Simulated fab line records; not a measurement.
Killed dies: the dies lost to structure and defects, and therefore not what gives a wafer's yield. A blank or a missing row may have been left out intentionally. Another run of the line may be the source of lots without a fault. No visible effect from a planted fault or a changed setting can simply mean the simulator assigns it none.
Comparing a struck lot with a sound one :: flow n5_finfet :: 24 out of 1938 route steps
Sound: wafers L985.1, L985.2, L985.4. The struck wafers were L975.3, L975.5, L975.6. The cause is given at the end.
For every step that has rows: the tool of each side, followed by ch and its chambers, followed by its first start. Under that, the readings that differ: sound wafers :: struck wafers :: difference of the means :: sigmas: that difference in standard deviations of wafers without a fault.
alike: words and numbers the same on both sides, and readings whose means are apart by under 2 such deviations; not compared: readings that were withheld, readings missing a value for some wafer, numbers with overlapping values and no deviation given by the record, and bounds like >300 which may hide the same value.
Wherever a step has rows on one side only, a row that says differs or no value, or a row with sigmas, the two part there. Non-overlapping numbers with no deviation appear without sigmas and do not part them. A reading that every wafer of one side lacks parts them only if that side has two wafers or more.

first, 9 steps without rows for these wafers: N5_MOL_CONTACT_COAG_SOFTBAKE_35 (time 60 s); N5_MOL_CONTACT_COAG_EXPOSE_37 (exposes mask VD, defocus 0 nm); N5_MOL_CONTACT_COAG_PEB_38 (peb time 60 s); N5_MOL_CONTACT_COAG_DEVELOP_39 (develop time 30 s); N5_MOL_CONTACT_COAG_DESCUM_45 (chemistry O2, time 7 s); N5_MOL_CONTACT_COAG_ETCH_65 (etches underlayer in N2/H2, target depth 13 nm, time 10.4 s); N5_MOL_CONTACT_COAG_ETCH_66 (etches SiARC in CF4, target depth 13 nm, time 21.7 s); N5_MOL_CONTACT_COAG_ALD_133 (deposits SiO2, target thk 5 nm, pulse time 1 s, co reactant pulse time 1 s); N5_MOL_CONTACT_COAG_ETCHBACK_134 (etches SiO2 in CHF3, target depth 10 nm, time 6.7 s).
N5_MOL_CONTACT_COAG_ETCH_67: etches SOC in N2/H2, target depth 60 nm, overetch 21 nm, time 101.2 s.
  sound on rie_diel-04 ch 0,1,2, day 10 21:13; struck on rie_diel-03 ch 0,3, day 8 10:19
  no value came back on the struck wafers for any of 9 readings (bias_w (W), chamber_pressure_mTorr (mTorr) and others); on the sound wafers bias_w (W) reads 149.1 149.8 150.0
reading: model.CAR-EUV_of_MOL_CONTACT_COAG_COAT_34.thk_nm (nm)
sound: 0 0 0
struck: 15.4 15.2 15.4
difference: +15.3
sigmas: 

reading: model.underlayer_of_MOL_CONTACT_COAG_COAT_64.thk_nm (nm)
sound: 0 0 0
struck: 10 10 10
difference: +10
sigmas: 

reading: model.SiARC_of_MOL_CONTACT_COAG_COAT_63.thk_nm (nm)
sound: 5.8 5.6 5.8
struck: 10 10 10
difference: +4
sigmas: 
then, 4 steps without rows for these wafers: N5_MOL_CONTACT_COAG_STRIP_68 (strips in N2/H2); N5_MOL_CONTACT_COAG_STRIP_69 (strips in N2/H2); N5_MOL_CONTACT_COAG_ETCHBACK_136 (etches SiO2 in CHF3, target depth 25 nm, time 16.7 s); N5_MOL_CONTACT_COAG_STRIP_120 (strips in CHF3).
N5_MOL_CONTACT_COAG_VIA_ETCH_117: etches SiO2 in C4F6/O2, target depth 40 nm, overetch 8 nm, time 26 s.
  sound on rie_diel-04 ch 0,1,2, day 10 21:20; struck on rie_diel-03 ch 0,3, day 8 10:26
reading: drypump_motor_current_A (A)
sound: 6.2 5.7 5.8
struck: 4.9 5.0 4.8
difference: -1.0
sigmas: -2

reading: oes_product_au (a.u.)
sound: 0.80 0.64 0.62
struck: 0.35 0.32 0.34
difference: -0.35
sigmas: -5

reading: rf_vpp_V (V)
sound: 1579 1585 1540
struck: 1675 1611 1675
difference: +86
sigmas: +2

reading: throttle_valve_pct (%)
sound: 41.2 41.3 40.5
struck: 39.9 40.2 39.9
difference: -1.0
sigmas: -2
  alike: C4F6_flow_sccm, O2_flow_sccm, showerhead_plenum_p_Torr
  not compared: rf_hours_counter_h
N5_MOL_CONTACT_COAG_ETCH_124: etches SiNx in CH3F/O2, stops on SiOC, target depth 6.5 nm.
  sound on rie_diel-04 ch 0,1,2, day 10 21:22; struck on rie_diel-03 ch 0,3, day 8 10:28
reading: drypump_motor_current_A (A)
sound: 6.2 5.7 5.8
struck: 4.9 5.0 4.9
difference: -1.0
sigmas: -2

reading: oes_product_au (a.u.)
sound: 0.77 0.63 0.58
struck: 0.36 0.32 0.35
difference: -0.32
sigmas: -4

reading: rf_vpp_V (V)
sound: 297 296 287
struck: 313 303 314
difference: +17
sigmas: +2
  alike: CH3F_flow_sccm, O2_flow_sccm, showerhead_plenum_p_Torr, throttle_valve_pct
  not compared: rf_hours_counter_h
then, 4 steps without rows for these wafers: N5_MOL_CONTACT_COAG_STRIP_72 (strips in N2/H2); N5_MOL_CONTACT_COAG_STRIP_49 (strips in N2/H2, time 30 s); N5_MOL_CONTACT_COAG_PRECLEAN_138 (cleans in alkaline clean, time 60 s); N5_MOL_CONTACT_COAG_SRD_139 (time 30 s).
N5_MOL_CONTACT_COAG_CD_MEAS_101: the cd target is 16 nm.
  sound on cd_sem-02 at day 10 21:41; struck on cd_sem-03 at day 8 10:47
reading: cd_nm (nm)
sound: 16.2 16.2 16.3
struck: - - -
difference: no value on the struck wafers
sigmas: 
after that, 1 step had no rows for these wafers: N5_MOL_CONTACT_COAG_PRE_CLEAN_121.
N5_BEOL_M4_RC_MEAS_101:
  the record has rows for the sound wafers here (prober-01 ch 0, day 15 12:32) and none for the struck ones
-- a jump in the record: the struck wafers' starts before and after are 8 days apart (it breaks off in module BEOL_M4 and resumes in module PASSIVATION, where the first step shown is number 1936 of the route) --
N5_PASSIVATION_PROBE_49:
  only the struck wafers here have rows in the record (prober-01, day 16 20:48); the sound ones have none

WHERE THEY PART
At N5_MOL_CONTACT_COAG_ETCH_67 first; at N5_PASSIVATION_PROBE_49 last (within this record only).

WHY: the cause the simulator had injected
Step skipped in full: rie_diel-03, at N5_MOL_CONTACT_COAG_ETCH_67, from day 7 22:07 onward. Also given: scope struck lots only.
